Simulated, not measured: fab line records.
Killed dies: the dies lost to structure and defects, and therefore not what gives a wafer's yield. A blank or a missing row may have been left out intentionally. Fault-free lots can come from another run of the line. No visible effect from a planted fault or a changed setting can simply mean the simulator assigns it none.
fab line records | flow n5-finfet
record: lots: 5 | wafers: 15 | last-day: 16
route steps=1938 shown BEOL_M12@1653 BEOL_M13@1659 PASSIVATION@1936
lots untouched by any fault: they come from a run of this same line in which no faults occurred
start-h: hours from the record's first day to the start of the lot's first wafer shown | wait-h: hours elapsed since this lot's preceding step | " identical to the entry in the row above | L1.1+2: one row covering several wafers at once | - no value, or no start given | * or withheld: withheld | < > ~ a bound
route shown NAME@n: NAME is a module with steps in the file, n the number in the route of the first one | usual: mean/standard deviation of fault-free wafers | same: alike in all rows | chamber/n: place in a boat | sites: the reading at each site | _std_site: their standard deviation | _edge_site: the outer-site mean with the inner-site mean subtracted | radius-mm: how far each site lies from the wafer's centre | mask NAME#n: copy n | behind: the most recent tool/chamber to have shaped the wafer | hold: reason for holding the lot/hours on hold/outcome of the hold | device: which transistor (n, p or np) failed to switch | end of line: tests of these same wafers at the route's end | a step without rows: its recipe alone | killed: at the first sort, the dies lost to defects and structure; wafer yield is something else | map: the dies of a wafer, with x for killed, . for not killed, _ for no die there
set.NAME: the setting the step ran with; set.NAME@STEP: the setting that earlier step ran with | model.NAME: the simulator's own value behind a step, which no gauge read
lots seen at some steps along the route; tables by step, rows by wafer
services: when a tool's chamber went out of use (start-h, in hours from the record's first day, below 0 if earlier), for how many hours, and the reason
== steps ==
step: N5_BEOL_M12_CMP_49
recipe: stop-on: SiOC | t-overpolish-s: 20.6 | down-force-psi: 1 | platen-rpm: 50 | clearing-platen-down-force-psi: 1.5 | clearing-platen-rpm: 50 | post-cmp-clean: cu-alkaline | target-thk-nm: 320 | clearing-platen-pad-velocity-m-s: 0.99484 | pad-velocity-m-s: 0.99484
usual: barrier-field-endpoint-s: 30.1/0.94 | motor-current-A: 6.2/0.6 | overpolish-run-s: 20.599/0.0087 | platen-rpm: 50.00/0.035
lot.wafer | tool   | chamber | start-h | wait-h | barrier-field-endpoint-s | motor-current-A | overpolish-run-s | platen-rpm
L924.2    | cmp-03 | 3       | 225.33  | 0.2    | 30.9                     | 6.3             | 20.591           | 50.00
L924.1    | "      | 1       | "       | "      | 30.8                     | 6.6             | 20.592           | 49.94
L924.4    | "      | 2       | "       | "      | 30.6                     | 6.9             | 20.600           | 49.94
L931.1    | cmp-04 | 1       | 268.23  | 0.5    | 29.4                     | 6.1             | 20.602           | 50.06
L931.3    | "      | 3       | "       | "      | 28.3                     | 5.9             | 20.604           | 49.98
L931.5    | "      | 0       | "       | "      | 30.4                     | 6.4             | 20.600           | 49.97
L930.4    | cmp-01 | 0       | 281.33  | 0.3    | 30.3                     | 6.6             | 20.615           | 50.08
L930.5    | "      | 1       | "       | "      | 28.2                     | 5.2             | 20.594           | 49.98
L930.6    | "      | 2       | "       | "      | 29.0                     | 5.5             | 20.597           | 49.96
L943.3    | cmp-03 | 1       | 349.25  | 0.2    | 31.1                     | 6.2             | 20.594           | 49.97
L943.2    | "      | 3       | "       | "      | 30.6                     | 5.8             | 20.585           | 49.98
L943.5    | "      | 0       | "       | "      | 30.9                     | 6.2             | 20.617           | 50.05
L942.1    | cmp-03 | 3       | 356.11  | 0.3    | 29.8                     | 5.9             | 20.598           | 50.00
L942.3    | "      | 1       | "       | "      | 30.0                     | 6.4             | 20.596           | 49.98
L942.5    | "      | 2       | "       | "      | 29.9                     | 7.1             | 20.601           | 49.96
step: N5_BEOL_M12_THK_MEAS_50
recipe: thk-meas-gauge: xrf | reads: Cu_of_BEOL_M12_ECD_47
usual: M12_THK: 317/5.7
lot.wafer | tool          | chamber | start-h | wait-h | M12_THK[nm]
L924.1    | film-metro-01 | -       | 225.63  | -      | 308
L924.2    | "             | -       | "       | "      | 316
L924.4    | "             | -       | "       | "      | 313
L931.1    | film-metro-01 | -       | 268.49  | -      | 317
L931.3    | "             | -       | "       | "      | 313
L931.5    | "             | -       | "       | "      | 317
L930.4    | film-metro-02 | -       | 281.51  | -      | 327
L930.5    | "             | -       | "       | "      | 326
L930.6    | "             | -       | "       | "      | 323
L943.2    | film-metro-01 | -       | 349.51  | -      | 319
L943.3    | "             | -       | "       | "      | 327
L943.5    | "             | -       | "       | "      | 323
L942.1    | film-metro-02 | -       | 356.36  | -      | 318
L942.3    | "             | -       | "       | "      | 316
L942.5    | "             | -       | "       | "      | 317
step: N5_BEOL_M12_PRE_CLEAN_52
recipe: gas: NH3 | time-s: 15 | temp-c: withheld | rf-power-w: 300
step: N5_BEOL_M12_DEP_53
recipe: material: SiCN | target-thk-a: 300 | temp-c: withheld | precursor: 3MS/NH3 | pressure-torr: 3 | rf-w: 675 | time-s: 10.5
usual: showerhead-plenum-p-Torr: 4.168/0.016 | throttle-valve-pct: 17.8/0.96
lot.wafer | tool     | chamber | start-h | wait-h | showerhead-plenum-p-Torr | throttle-valve-pct
L924.1    | pecvd-03 | 0       | 225.71  | 0.0    | 4.185                    | 18.6
L924.2    | "        | 1       | "       | "      | 4.147                    | 17.6
L924.4    | "        | 1       | "       | "      | 4.153                    | 17.8
L931.1    | pecvd-02 | 2       | 268.55  | 0.0    | 4.155                    | 16.8
L931.3    | "        | 1       | "       | "      | 4.177                    | 17.3
L931.5    | "        | 1       | "       | "      | 4.181                    | 17.2
L930.4    | pecvd-02 | 0       | 281.59  | 0.0    | 4.164                    | 18.1
L930.5    | "        | 1       | "       | "      | 4.176                    | 17.0
L930.6    | "        | 2       | "       | "      | 4.163                    | 16.8
L943.2    | pecvd-04 | 0       | 349.57  | 0.0    | 4.200                    | 19.9
L943.3    | "        | 1       | "       | "      | 4.146                    | 19.0
L943.5    | "        | 1       | "       | "      | 4.143                    | 19.0
L942.1    | pecvd-02 | 2       | 356.43  | 0.0    | 4.163                    | 17.1
L942.3    | "        | 0       | "       | "      | 4.157                    | 17.9
L942.5    | "        | 1       | "       | "      | 4.183                    | 17.1
step: N5_BEOL_M12_RS_MEAS_54
recipe: thk-meas-gauge: four-point-probe | reads: Cu_of_BEOL_M12_ECD_47+Ta_of_BEOL_M12_SPUTTER_44+TaN_of_BEOL_M12_SPUTTER_43
usual: M12_RS: 0.0603/0.0012
lot.wafer | tool          | chamber | start-h | wait-h | M12_RS[ohm/sq]
L924.1    | film-metro-02 | -       | 225.78  | 0.1    | 0.0610
L924.2    | "             | -       | "       | "      | 0.0594
L924.4    | "             | -       | "       | "      | 0.0600
L931.1    | film-metro-01 | -       | 268.61  | 0.0    | 0.0602
L931.3    | "             | -       | "       | "      | 0.0608
L931.5    | "             | -       | "       | "      | 0.0598
L930.4    | film-metro-02 | -       | 281.64  | 0.0    | 0.0587
L930.5    | "             | -       | "       | "      | 0.0587
L930.6    | "             | -       | "       | "      | 0.0596
L943.2    | film-metro-01 | -       | 349.63  | 0.0    | 0.0598
L943.3    | "             | -       | "       | "      | 0.0585
L943.5    | "             | -       | "       | "      | 0.0591
L942.1    | film-metro-01 | -       | 356.49  | 0.0    | 0.0597
L942.3    | "             | -       | "       | "      | 0.0602
L942.5    | "             | -       | "       | "      | 0.0597
step: N5_BEOL_M12_INSPECT_55
recipe: inspect-instrument: darkfield | mode: post-dep
usual: raw-defect-count: 70/22
lot.wafer | tool              | chamber | start-h | wait-h | raw-defect-count
L924.1    | defect-inspect-02 | -       | 225.81  | 0.0    | 43
L924.2    | "                 | -       | "       | "      | 94
L924.4    | "                 | -       | "       | "      | 40
L931.1    | defect-inspect-02 | -       | 268.64  | 0.0    | 102
L931.3    | "                 | -       | "       | "      | 87
L931.5    | "                 | -       | "       | "      | 80
L930.4    | defect-inspect-02 | -       | 281.66  | 0.0    | 81
L930.5    | "                 | -       | "       | "      | 64
L930.6    | "                 | -       | "       | "      | 77
L943.2    | defect-inspect-01 | -       | 349.66  | 0.0    | 72
L943.3    | "                 | -       | "       | "      | 42
L943.5    | "                 | -       | "       | "      | 68
L942.1    | defect-inspect-02 | -       | 356.52  | 0.0    | 55
L942.3    | "                 | -       | "       | "      | 44
L942.5    | "                 | -       | "       | "      | 53
step: N5_BEOL_M13_ILD_DEP_00
recipe: material: SiOC | target-thk-a: 8379.2 | temp-c: 350 | precursor: DEMS/O2 | pressure-torr: 5 | rf-w: 500 | time-s: 166.4
usual: heater-power-w: 516/110 | showerhead-plenum-p-Torr: 5.701/0.011 | throttle-valve-pct: 11.6/0.42
lot.wafer | tool     | chamber | start-h | wait-h | heater-power-w | showerhead-plenum-p-Torr | throttle-valve-pct
L924.1    | pecvd-02 | 1       | 225.85  | 0.0    | 368            | 5.704                    | 11.6
L924.2    | "        | 0       | "       | "      | 562            | 5.714                    | 11.9
L924.4    | "        | 2       | "       | "      | 491            | 5.712                    | 10.7
L931.1    | pecvd-02 | 0       | 268.68  | 0.0    | 613            | 5.691                    | 11.6
L931.3    | "        | 2       | "       | "      | 599            | 5.710                    | 11.2
L931.5    | "        | 2       | "       | "      | 604            | 5.681                    | 11.1
L930.4    | pecvd-01 | 2       | 281.76  | 0.1    | 474            | 5.699                    | 11.3
L930.5    | "        | 0       | "       | "      | 699            | 5.697                    | 11.5
L930.6    | "        | 1       | "       | "      | 555            | 5.704                    | 12.2
L943.2    | pecvd-02 | 0       | 349.69  | 0.0    | 586            | 5.694                    | 11.8
L943.3    | "        | 2       | "       | "      | 588            | 5.711                    | 11.1
L943.5    | "        | 2       | "       | "      | 462            | 5.715                    | 11.5
L942.1    | pecvd-02 | 2       | 356.55  | 0.0    | 516            | 5.689                    | 11.3
L942.3    | "        | 0       | "       | "      | 602            | 5.683                    | 12.0
L942.5    | "        | 2       | "       | "      | 555            | 5.701                    | 11.5
step: N5_BEOL_M13_THK_MEAS_01
recipe: reads: SiOC_of_BEOL_M13_ILD_DEP_00
usual: M13_ILD_THK: 832/12
lot.wafer | tool          | chamber | start-h | wait-h | M13_ILD_THK[nm]
L924.1    | film-metro-01 | -       | 226.00  | 0.1    | 831
L924.2    | "             | -       | "       | "      | 839
L924.4    | "             | -       | "       | "      | 845
L931.1    | film-metro-01 | -       | 268.83  | 0.1    | 824
L931.3    | "             | -       | "       | "      | 806
L931.5    | "             | -       | "       | "      | 823
L930.4    | film-metro-01 | -       | 281.85  | 0.0    | 835
L930.5    | "             | -       | "       | "      | 836
L930.6    | "             | -       | "       | "      | 822
L943.2    | film-metro-02 | -       | 349.85  | 0.1    | 840
L943.3    | "             | -       | "       | "      | 838
L943.5    | "             | -       | "       | "      | 839
L942.1    | film-metro-01 | -       | 356.70  | 0.1    | 824
L942.3    | "             | -       | "       | "      | 834
L942.5    | "             | -       | "       | "      | 838
step: N5_BEOL_M13_COAT_58
recipe: resist: BARC | temp-c: 205 | time-s: 60 | spin-rpm: 1500 | resist-thk-nm: 89
step: N5_BEOL_M13_COAT_04
recipe: spin-rpm: 1625 | resist-thk-nm: 400
step: N5_BEOL_M13_EBR_06
recipe: solvent: PGMEA | ebr-width-mm: 1.5
step: N5_BEOL_M13_SOFTBAKE_05
recipe: temp-c: 130 | time-s: 60
step: N5_BEOL_M13_EXPOSE_07
recipe: mask-id: V12 | na: 0.93 | source-shape: conventional | sigma-outer: 0.6 | polarization: unpolarized | attpsm-phase-deg: 180 | dose-mj: 24.8
usual: exposure-dose-mJ-cm2: 24.778/0.025 | stage-vel-mm-s: 499.94/0.25
lot.wafer | tool           | chamber | start-h | wait-h | mask  | exposure-dose-mJ-cm2 | stage-vel-mm-s
L924.1    | krf-scanner-02 | 0       | 226.13  | -      | V12#0 | 24.768               | 499.64
L924.2    | "              | 0       | "       | "      | V12#0 | 24.787               | 499.98
L924.4    | "              | 0       | "       | "      | V12#0 | 24.799               | 499.83
L931.1    | krf-scanner-01 | 0       | 269.09  | -      | V12#0 | 24.813               | 499.88
L931.3    | "              | 0       | "       | "      | V12#0 | 24.794               | 499.82
L931.5    | "              | 0       | "       | "      | V12#0 | 24.759               | 499.74
L930.4    | krf-scanner-02 | 0       | 282.12  | -      | V12#0 | 21.153               | 499.67
L930.5    | "              | 0       | "       | "      | V12#0 | 21.182               | 499.71
L930.6    | "              | 0       | "       | "      | V12#0 | 21.157               | 499.74
L943.2    | krf-scanner-01 | 0       | 349.98  | -      | V12#0 | 24.762               | 499.92
L943.3    | "              | 0       | "       | "      | V12#0 | 24.801               | 500.04
L943.5    | "              | 0       | "       | "      | V12#0 | 24.790               | 499.95
L942.1    | krf-scanner-01 | 0       | 356.83  | -      | V12#0 | 24.795               | 499.96
L942.3    | "              | 0       | "       | "      | V12#0 | 24.787               | 499.96
L942.5    | "              | 0       | "       | "      | V12#0 | 24.786               | 500.24
step: N5_BEOL_M13_PEB_08
recipe: peb-temp-c: 130 | peb-time-s: 90
step: N5_BEOL_M13_DEVELOP_09
recipe: develop-time-s: 45 | rinse-liquid: diw | dry: air-spin | dev-temp-c: 21
step: N5_BEOL_M13_HARDBAKE_14
recipe: temp-c: 130 | time-s: 120
step: N5_BEOL_M13_CD_MEAS_10
recipe: target-cd-nm: 190 | landing-energy-ev: 500 | detector: se-inlens | polarity: opening
usual: cd-nm: 189.8/1.6
lot.wafer | tool      | chamber | start-h | wait-h | cd-nm
L924.1    | cd-sem-02 | 0       | 226.30  | -      | 191.3
L924.2    | "         | 0       | "       | "      | 189.1
L924.4    | "         | 0       | "       | "      | 190.0
L931.1    | cd-sem-03 | 0       | 269.26  | -      | 190.6
L931.3    | "         | 0       | "       | "      | 191.9
L931.5    | "         | 0       | "       | "      | 192.9
L930.4    | cd-sem-01 | 0       | 282.28  | -      | 173.2
L930.5    | "         | 0       | "       | "      | 174.1
L930.6    | "         | 0       | "       | "      | 175.3
L943.2    | cd-sem-03 | 0       | 350.15  | -      | 192.5
L943.3    | "         | 0       | "       | "      | 191.9
L943.5    | "         | 0       | "       | "      | 189.0
L942.1    | cd-sem-02 | 0       | 357.01  | -      | 192.0
L942.3    | "         | 0       | "       | "      | 189.3
L942.5    | "         | 0       | "       | "      | 194.4
step: N5_BEOL_M13_OVL_MEAS_11
recipe: points-per-wafer: 44
usual: V12_OVL: 0/4.2
lot.wafer | tool       | chamber | start-h | wait-h | V12_OVL[nm]
L924.1    | overlay-01 | 0       | 226.33  | 0.0    | 3
L924.2    | "          | 0       | "       | "      | 11
L924.4    | "          | 0       | "       | "      | 0
L931.1    | overlay-01 | 0       | 269.29  | 0.0    | 3
L931.3    | "          | 0       | "       | "      | -5
L931.5    | "          | 0       | "       | "      | 1
L930.4    | overlay-01 | 0       | 282.31  | 0.0    | -3
L930.5    | "          | 0       | "       | "      | -2
L930.6    | "          | 0       | "       | "      | 0
L943.2    | overlay-01 | 0       | 350.18  | 0.0    | 2
L943.3    | "          | 0       | "       | "      | -6
L943.5    | "          | 0       | "       | "      | -9
L942.1    | overlay-02 | 0       | 357.04  | 0.0    | -2
L942.3    | "          | 0       | "       | "      | -1
L942.5    | "          | 0       | "       | "      | -6
step: N5_PASSIVATION_PROBE_49
usual: defect-limited-yield: 91.2/1.6 | killed_at_M0_to_M3: 34/11 | killed_at_M4_up: 13/5.2 | killed-at-contacts: 13/6.3 | killed-at-front-end: 40/14 | killed-at-other: 3.2/2.4 | killed-dies: 104/19 | killed-open: 69/14 | killed-short: 32/7.5 | sort_bin_5_function: 5.3/1.1 | sort_bin_6_memory: 3.2/0.73 | sort_bin_8_speed: 0.01/0.038 | sort-n-pass: 1076/19 | sort-yield-pct: 91.2/1.6
same: gross-dies: 1180 | killed-at-back-side: 0 | sort_bin_4_leakage[%]: 0
lot.wafer | tool      | chamber | start-h | wait-h | defect-limited-yield[%] | killed_at_M0_to_M3 | killed_at_M4_up | killed-at-contacts | killed-at-front-end | killed-at-other | killed-dies | killed-open | killed-short | sort_bin_5_function[%] | sort_bin_6_memory[%] | sort_bin_8_speed[%] | sort-n-pass | sort-yield-pct[%]
L930.4    | prober-01 | -       | 315.09  | 0.2    | 90.9                    | 48                 | 17              | 8                  | 29                  | 5               | 107         | 70          | 33           | 5.3                    | 3.6                  | 0                   | 1073        | 90.9
L930.5    | prober-01 | -       | 315.14  | 0.2    | 90.5                    | 57                 | 16              | 10                 | 27                  | 2               | 112         | 71          | 34           | 4.3                    | 4.5                  | 0.08                | 1067        | 90.4
L930.6    | prober-01 | -       | 315.19  | 0.3    | 91.7                    | 33                 | 12              | 24                 | 24                  | 5               | 98          | 65          | 28           | 4.7                    | 3.5                  | 0                   | 1082        | 91.7
killed by level:class
L930.4 BEOL_M0_SAQP:geometric-particle:open=12 BEOL_M0_SAQP:geometric-particle:short=10 BEOL_M3:geometric-particle:open=10 MOL_CONTACT_COAG:geometric-particle:open=8 BEOL_M2:geometric-particle:open=8 STI_FIN_REVEAL:geometric-particle:open=7 DUMMY_GATE:geometric-particle:open=5 STARTING-WAFER:geometric-particle:short=5
L930.5 BEOL_M2:geometric-particle:open=16 BEOL_M0_SAQP:geometric-particle:open=13 BEOL_M0_SAQP:geometric-particle:short=8 BEOL_M6:geometric-particle:open=7 STI_FIN_REVEAL:geometric-particle:open=6 MOL_CONTACT_COAG:geometric-particle:open=6 BEOL_M1:geometric-particle:open=5 BEOL_M2:geometric-particle:short=5
L930.6 MOL_CONTACT_COAG:geometric-particle:open=18 STI_FIN_REVEAL:geometric-particle:open=8 BEOL_M0_SAQP:geometric-particle:short=7 BEOL_M3:geometric-particle:open=7 STARTING-WAFER:geometric-particle:open=6 MOL_CONTACT_COAG:geometric-particle:short=6 BEOL_M0_SAQP:geometric-particle:open=6 BEOL_M1:geometric-particle:open=3
== services ==
tool           | chamber | start-h | hours | kind
krf-scanner-02 | -       | 203.51  | 0.8   | pm
krf-scanner-01 | -       | 204.26  | 1.3   | pm
krf-scanner-01 | -       | 205.56  | 0.8   | pm
krf-scanner-02 | -       | 206.31  | 1.3   | pm
cmp-04         | -       | 206.44  | 1.8   | repair
krf-scanner-02 | -       | 207.61  | 1.0   | pm
cmp-03         | -       | 209.25  | 4.0   | pm
krf-scanner-01 | -       | 211.55  | 7.2   | pm
cmp-03         | -       | 230.23  | 0.5   | repair
pecvd-01       | -       | 238.21  | 2.8   | pm
pecvd-02       | -       | 240.84  | 1.9   | repair
cmp-04         | -       | 243.09  | 7.8   | pm
pecvd-01       | -       | 243.67  | 0.6   | repair
krf-scanner-02 | -       | 254.55  | 0.4   | repair
krf-scanner-02 | -       | 265.45  | 2.7   | repair
cmp-03         | -       | 273.50  | 26.7  | repair
krf-scanner-01 | -       | 275.63  | 1.0   | pm
cmp-03         | -       | 302.15  | 15.6  | pm
cmp-03         | -       | 326.82  | 6.2   | pm
krf-scanner-02 | -       | 326.83  | 0.8   | pm
krf-scanner-02 | -       | 338.83  | 0.4   | repair
krf-scanner-01 | -       | 346.93  | 1.9   | repair
cmp-03         | -       | 354.59  | 0.9   | repair
krf-scanner-01 | -       | 355.21  | 0.8   | pm
== key ==
first-sign: step: N5_BEOL_M13_EXPOSE_07 | reading: exposure-dose-mJ-cm2 | direction: down | sigmas: 99+ | usual: 24.778 | struck: 21.164
effect: step: N5_BEOL_M13_CD_MEAS_10 | reading: cd-nm | direction: down | sigmas: 9.8 | usual: 189.8 | struck: 174.2
met-at N5_BEOL_M13_EXPOSE_07
struck-wafers L930.4,L930.5,L930.6
onset-between 226.13 282.12
fault: kind: process-parameter-drift | tool: krf-scanner-02 | chamber: - | onset-h: 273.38 | steps: N5_BEOL_M13_EXPOSE_07 | channel: dose-mj | offset: -3.6246 | shape: step | acts-in: these-recipes-only | stated: 24.8
